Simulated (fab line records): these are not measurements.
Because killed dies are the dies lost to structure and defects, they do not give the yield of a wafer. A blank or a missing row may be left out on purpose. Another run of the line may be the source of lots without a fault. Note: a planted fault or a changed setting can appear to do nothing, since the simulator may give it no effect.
One fault through the eyes of 3 desks + flow n5 finfet + every desk sees just its own numbers, and what lay behind them comes last

== THE TOOL OWNER'S DESK: epi rpcvd-04 ==
The tool's own readings at N5_PMOS_HMC_CHANNEL_EPI_EPI_26 (deposits Si from SiH4/H2, target thk 3.8 nm, time 22.7 s): means of the sampled wafers that have a number, for each lot that ran on this tool. A lot is out of limits, marked OUT, if its mean lies more than 4 standard deviations from the usual mean; the brackets give that distance.
Columns: A = chamber pressure Torr at N5_PMOS_HMC_CHANNEL_EPI_EPI_26, usual 20.01 Torr; B = throttle valve pct at N5_PMOS_HMC_CHANNEL_EPI_EPI_26, usual 11.24 %
| lot  | first seen here | A     | B     |
|------|-----------------|-------|-------|
| L168 | day 1 19:41     | 19.96 | 11.51 |
| L169 | day 2 03:02     | 20.06 | 11.26 |
| L170 | day 2 07:31     | 20.05 | 11.12 |
| L171 | day 2 14:21     | 20.00 | 11.50 |
| L173 | day 3 01:53     | 20.08 | 11.33 |
| L185 | day 6 02:08     | 20.00 | 11.35 |
This desk's finding: nothing out of limits on any of the 6 lots.

== AT THE METROLOGY DESK ==
What the gauges read, lot by lot, whatever tool the lot ran on: means of the sampled wafers that have a number. A lot is out of limits, marked OUT, if its mean lies more than 4 standard deviations from the usual mean; the brackets give that distance. 7 of its 11 readings are shown, namely those furthest out on some lot.
Columns: A = CJ_N at N5_BEOL_M4_RC_MEAS_101, usual 4.37; B = DIBL_N at N5_BEOL_M4_RC_MEAS_101, usual 36.3 mV/V; C = DIBL_P at N5_BEOL_M4_RC_MEAS_101, usual 36.2 mV/V; D = IOFF_N at N5_BEOL_M4_RC_MEAS_101, usual 0.160 nA/um; E = IOFF_P at N5_BEOL_M4_RC_MEAS_101, usual 0.21 nA/um; F = SS_N at N5_BEOL_M4_RC_MEAS_101, usual 71.5 mV/dec; G = VT_N at N5_BEOL_M4_RC_MEAS_101, usual 250 mV
| lot  | first seen here | A    | B    | C    | D     | E    | F    | G   |
|------|-----------------|------|------|------|-------|------|------|-----|
| L168 | day 7 20:53     | 4.42 | 39.9 | 39.6 | 0.216 | 0.28 | 72.1 | 245 |
| L169 | day 8 00:02     | 4.32 | 36.0 | 35.6 | 0.157 | 0.21 | 70.7 | 249 |
| L170 | day 8 04:13     | 4.37 | 34.0 | 33.8 | 0.131 | 0.17 | 71.0 | 251 |
| L171 | day 9 01:31     | 4.40 | 38.1 | 36.7 | 0.169 | 0.25 | 71.8 | 248 |
| L172 | day 9 08:10     | 4.37 | 34.1 | 34.1 | 0.130 | 0.16 | 70.8 | 254 |
| L173 | day 9 10:43     | 4.47 | 38.9 | 38.1 | 0.176 | 0.25 | 71.9 | 250 |
| L174 | day 9 12:29     | 4.34 | 37.0 | 36.0 | 0.158 | 0.20 | 71.8 | 249 |
| L176 | day 10 06:52    | 4.30 | 35.6 | 34.2 | 0.148 | 0.22 | 71.6 | 251 |
| L182 | day 11 05:39    | 4.45 | 36.9 | 37.0 | 0.177 | 0.21 | 71.9 | 250 |
| L185 | day 12 12:45    | 4.11 | 34.4 | 35.6 | 0.133 | 0.19 | 71.3 | 252 |
| L186 | day 12 16:46    | 4.49 | 35.5 | 36.1 | 0.138 | 0.18 | 71.3 | 253 |
| L188 | day 13 12:14    | 4.28 | 32.8 | 30.9 | 0.112 | 0.15 | 70.5 | 254 |
This desk's finding: nothing out of limits on any of the 12 lots.

== THE DEFECT DESK ==
Counts from the inspections along the route, per lot, as means over the sampled wafers that have a number. A lot is out of limits, marked OUT, if its mean lies more than 4 standard deviations from the usual mean; the brackets give that distance.
Columns: A = raw defect count at N5_BEOL_M4_INSPECT_59, usual 67
| lot  | first seen here | A   |
|------|-----------------|-----|
| L168 | day 7 20:51     | 112 |
| L169 | day 7 23:52     | 67  |
| L170 | day 8 04:12     | 44  |
| L171 | day 9 01:20     | 39  |
| L172 | day 9 08:08     | 100 |
| L173 | day 9 10:42     | 76  |
| L174 | day 9 12:28     | 67  |
| L176 | day 10 06:50    | 116 |
| L182 | day 11 05:37    | 70  |
| L185 | day 12 12:44    | 68  |
| L186 | day 12 16:26    | 50  |
| L188 | day 13 12:03    | 50  |
This desk's finding: nothing out of limits on any of the 12 lots.

== ALL TOGETHER ==
Nothing out of limits was seen by the tool owner's desk.
From the metrology desk's view, nothing was out of limits.
The defect desk saw nothing out of limits.

== WHAT THE SIMULATOR PUT IN ==
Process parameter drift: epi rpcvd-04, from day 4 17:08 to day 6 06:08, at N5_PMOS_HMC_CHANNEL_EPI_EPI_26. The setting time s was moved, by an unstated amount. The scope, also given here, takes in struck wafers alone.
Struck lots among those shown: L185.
